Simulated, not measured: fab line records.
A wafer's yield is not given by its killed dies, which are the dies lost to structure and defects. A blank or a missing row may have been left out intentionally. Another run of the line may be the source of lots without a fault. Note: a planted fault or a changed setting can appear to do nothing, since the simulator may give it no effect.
Matching of chambers ; flow nandHarc ; 3 sister chambers for NHARC_P_M0_PRE_CLEAN_31 on pecvd-02
The step time 12 s. 6 wafers are shown with their chamber, then 7 later ones without.

## WAFERS WITH THEIR CHAMBER
wafer;chamber;heaterPowerW (W);rfFwdPowerW (W)
L845.5;2;782;292.1
L856.5;2;745;291.3
L853.2;1;680;292.7
L853.4;0;596;294.1
L861.1;0;680;292.6
L861.3;1;691;292.7

## WAFERS WITH NO CHAMBER GIVEN
wafer;heaterPowerW (W);rfFwdPowerW (W)
L861.4;694;291.8
L863.1;641;292.5
L863.2;571;294.6
L863.5;669;292.7
L864.2;805;293.9
L864.4;669;293.2
L864.6;777;293.0

## WHICH CHAMBER EACH WENT THROUGH
wafer;from the rows above;in truth
L861.4;can't be placed: 1 or 2 or 0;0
L863.1;can't be placed: 1 or 0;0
L863.2;can't be placed: 0 or 1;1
L863.5;can't be placed: 1 or 0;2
L864.2;can't be placed: 2 or 1 or 0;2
L864.4;can't be placed: 1 or 0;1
L864.6;can't be placed: 2 or 1 or 0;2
Placed correctly: 0 of 7. From these rows, 7 cannot be placed; in 6 the true chamber is one of the candidates. Wrongly placed: 0.
How it was worked out, from the rows above alone: a wafer's distance from a chamber is the root of the sum, over the readings, of the square of ((its reading less the chamber's mean) divided by the reading's scatter). If the next closest chamber is less than 2 further off than the closest, the wafer can't be placed; otherwise it belongs to the closest. For every chamber, the mean is computed from those of its wafers that are shown. How the scatter is found: for the shown wafers, subtract from each reading the mean of its chamber, square and add these, divide the total by (wafers less chambers), then take the root.
